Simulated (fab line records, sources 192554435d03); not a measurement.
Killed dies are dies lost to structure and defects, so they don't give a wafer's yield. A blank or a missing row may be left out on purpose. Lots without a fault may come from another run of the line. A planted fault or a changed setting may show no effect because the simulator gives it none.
Split-lot experiment | flow n5_finfet | 7 lots, 21 wafers read, on a route of 1938 steps

THE SPLIT
At N5_BEOL_M11_EXPOSE_25 (exposes mask V10), the setting dose_mj was moved away from the recipe's 85.5 on 11 of the 21 wafers read, by -7.0% to +5.8%. The other wafers ran this setting at the recipe's value.

FROM THE SPLIT TO THE READING: what the file shows between them, 2 steps
- N5_BEOL_M11_PEB_26: peb time 60 s
- N5_BEOL_M11_DEVELOP_27: develop time 30 s

THE READING
cd_nm, in nm, at N5_BEOL_M11_CD_MEAS_28 (target cd 70 nm). Fault-free wafers of this fab line usually give 70.7 nm, standard deviation 0.85 nm.

wafer  | tool, chamber at the split | dose_mj as run | against the recipe | cd_nm, nm | against lot-mates on the recipe
L079.3 | arfi_scanner-01, 0         | 85.5           | recipe             | 73.2      | -
L079.5 | arfi_scanner-01, 0         | 85.5           | recipe             | 71.8      | -
L079.6 | arfi_scanner-01, 0         | 85.5           | recipe             | 72.0      | -
L084.1 | arfi_scanner-02, 0         | 85.5           | recipe             | 71.8      | -
L084.2 | arfi_scanner-02, 0         | 85.5           | recipe             | 71.7      | -
L084.6 | arfi_scanner-02, 0         | 79.53          | -7.0%              | 65.3      | -6.5
L085.2 | arfi_scanner-03, 0         | 85.5           | recipe             | 70.1      | -
L085.5 | arfi_scanner-03, 0         | 90.1           | +5.4%              | 76.2      | +6.1
L085.6 | arfi_scanner-03, 0         | 90.1           | +5.4%              | 75.2      | +5.1
L091.1 | arfi_scanner-03, 0         | 79.82          | -6.6%              | 65.6      | no lot-mate on the recipe
L091.4 | arfi_scanner-03, 0         | 79.82          | -6.6%              | 64.3      | no lot-mate on the recipe
L091.5 | arfi_scanner-03, 0         | 79.82          | -6.6%              | 64.9      | no lot-mate on the recipe
L092.3 | arfi_scanner-02, 0         | 85.5           | recipe             | 72.4      | -
L092.4 | arfi_scanner-02, 0         | 81.98          | -4.1%              | 68.5      | -3.9
L092.5 | arfi_scanner-02, 0         | 81.98          | -4.1%              | 67.5      | -4.9
L096.2 | arfi_scanner-03, 0         | 90.49          | +5.8%              | 76.8      | +5.9
L096.3 | arfi_scanner-03, 0         | 90.49          | +5.8%              | 75.6      | +4.7
L096.4 | arfi_scanner-03, 0         | 85.5           | recipe             | 70.9      | -
L097.1 | arfi_scanner-02, 0         | 89.67          | +4.9%              | 74.9      | +3.6
L097.2 | arfi_scanner-02, 0         | 85.5           | recipe             | 70.9      | -
L097.4 | arfi_scanner-02, 0         | 85.5           | recipe             | 71.8      | -

THE FIT
A straight line over all 21 wafers: cd_nm changes by +0.873 nm for each +1% of dose_mj; r = +0.98; the points scatter about the line by 0.81 nm.
The same after taking each lot's own level away (the mean of its wafers on the recipe; 18 wafers): +0.954 nm for each +1%; r = +0.99; scatter 0.58 nm.
On that fit, the largest move of dose_mj shifts the reading by 6.7 nm.
The lots' own levels span 70.10 to 72.40 nm, that is 2.7 times the standard deviation above.
So the lot-to-lot level changes the slope little: the two slopes agree.
Check: with one of the wafers moved furthest among these (-7.0%) left out of the fit, the line predicts -6.87 nm for it against its lot-mates. It came out at -6.45 nm against them.

OTHER SPLITS ON THESE WAFERS
These wafers also went through other splits before the reading. Each is held against what the fit with the lots' levels taken away leaves over:
other split on the same wafers | wafers away from the commonest value | r with cd_nm (lot level and that fit taken away)
N5_BEOL_M10_COAT_22 spin_rpm   | 8                                    | +0.03

THE FILE'S OWN FIT
cd_nm changes by +0.928 nm for each +1% of dose_mj, r = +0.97.
